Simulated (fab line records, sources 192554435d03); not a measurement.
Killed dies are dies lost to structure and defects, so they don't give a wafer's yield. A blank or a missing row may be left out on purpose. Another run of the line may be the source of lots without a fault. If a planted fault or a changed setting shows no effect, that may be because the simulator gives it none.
Problem report in the 8D (eight disciplines) form, filled by code	flow n5-finfet	the parts of the form that need people (team, actions taken, sign-off) are left out

## 1. THE ISSUE
trench-depth-nm at N5_BEOL_M8_OCD_MEAS_38 reads a mean of 71.9 nm on 6 wafers of 2 lots; wafers without a fault read 92.9 nm with a standard deviation of 1.6. That puts it -13 standard deviations away from the usual mean.
The first sign was on wafer L105.3 at day 12 14:11, on ocd-01. At this step, 18 wafers from 6 lots have a number in the record. Rule for "out", or "out of limits": more than 4 standard deviations from the usual mean. Any other wafer with a number is counted as sound.

## 2. WHAT THIS IS AND IS NOT
question	is	is not
which readings at this step	trench-depth-nm	-
which lots	L105, L108	L114, L115, L994, L999
which wafers of those lots	all that have a number	-
read on which gauges	ocd-01, ocd-02	-
when	from day 12 14:11	up to then (6 sound wafers); but 6 sound wafers of L114, L115 came after

## 3. SUSPECTS, AND WHAT RULES EACH OUT
Counting: a tool stays on the suspect list if, at a process step up to the reading, it processed all lots that are out and no sound lot following the first of them.
- the gauge at N5_BEOL_M8_OCD_MEAS_38 is ruled out. 2 gauges (ocd-01, ocd-02) read the wafers that are out.
- rie-diel-02 at N5_BEOL_M8_DESCUM_33 (chemistry O2, time 7 s): kept. It processed each lot that is out, first L105 at day 12 13:45, and no sound lot thereafter; up to then, the last sound lot it processed was L999 at day 10 23:32.
- rie-diel-02 at N5_BEOL_M8_ETCH_65 (etches SiARC in CF4, target depth 15.6 nm, time 26 s): kept. It processed each lot that is out, first L105 at day 12 13:48, and no sound lot thereafter; up to then, the last sound lot it processed was L999 at day 10 23:35.
- rie-diel-02 at N5_BEOL_M8_ETCH_66 (etches SOC in N2/H2, target depth 80 nm, overetch 16 nm, time 120 s): kept. It processed each lot that is out, first L105 at day 12 13:50, and no sound lot thereafter; up to then, the last sound lot it processed was L999 at day 10 23:37.
- rie-diel-02 at N5_BEOL_M8_TRENCH_ETCH_37 (etches SiCOH lowk in C4F6/O2, target depth 93.478 nm, time 31.2 s): kept. It processed each lot that is out, first L105 at day 12 14:01, and no sound lot thereafter; up to then, the last sound lot it processed was L999 at day 10 23:48. Its own run-length-s readings are out on those wafers.
Left after counting: rie-diel-02 at N5_BEOL_M8_DESCUM_33, rie-diel-02 at N5_BEOL_M8_ETCH_65, rie-diel-02 at N5_BEOL_M8_ETCH_66, rie-diel-02 at N5_BEOL_M8_TRENCH_ETCH_37.

## 4. THE CAUSE (what the simulator had put in)
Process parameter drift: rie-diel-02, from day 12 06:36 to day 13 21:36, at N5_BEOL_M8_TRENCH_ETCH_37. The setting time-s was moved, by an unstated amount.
Counting leaves 4 suspects; this tool is one of them.

## 5. THE CHAIN OF EFFECTS, in route order
Each row: a reading whose mean over the struck wafers that have a number lies more than 3 standard deviations from the usual. Only readings for which the record gives a usual standard deviation are gone through. hours: the time from each lot's start at the first step in this table that gives one to its start at this step, as a median over the lots. sigmas: the change in usual standard deviations.
hours	step	reading	usual	on struck wafers	change	sigmas
0	N5_BEOL_M8_TRENCH_ETCH_37	run-length-s	54.6 s	47.4	-7.2	-15
0	N5_BEOL_M8_OCD_MEAS_38	trench-depth-nm	92.9 nm	71.9	-21.0	-13
2	N5_BEOL_M8_THK_MEAS_53	M8_THK	76.4 nm	55.4	-21.1	-10
3	N5_BEOL_M8_RS_MEAS_57	M8_RS	0.290 ohm/sq	0.429	+0.139	+16
50	N5_BEOL_M15_RC_MEAS_101	SERP_M8	14.0 ohm/um	20.4	+6.4	+11
50	N5_BEOL_M15_RC_MEAS_101	SERP_M8_max_site	14.5 ohm/um	21.3	+6.8	+11
64	N5_PASSIVATION_PROBE_49	sort_bin_8_speed	0.00 %	0.25	+0.25	+36
Process steps it contains:
- N5_BEOL_M8_TRENCH_ETCH_37: etches SiCOH lowk in C4F6/O2, target depth 93.478 nm, time 31.2 s.
- N5_PASSIVATION_PROBE_49

## 6. WHAT WOULD HAVE CAUGHT IT SOONER
8 hours passed between the start of the fault at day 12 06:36 and the first reading out of limits at a measuring or inspecting step in this record, taken at day 12 14:11.
The tool's own readings at N5_BEOL_M8_TRENCH_ETCH_37 were out on every struck wafer that the step has a row for (run-length-s): an alarm limit on them would have fired on the first of those.
Lots out: 2; of these, L108 started N5_BEOL_M8_TRENCH_ETCH_37 on rie-diel-02 after day 12 14:11. A hold on the tool at that time would have spared it.
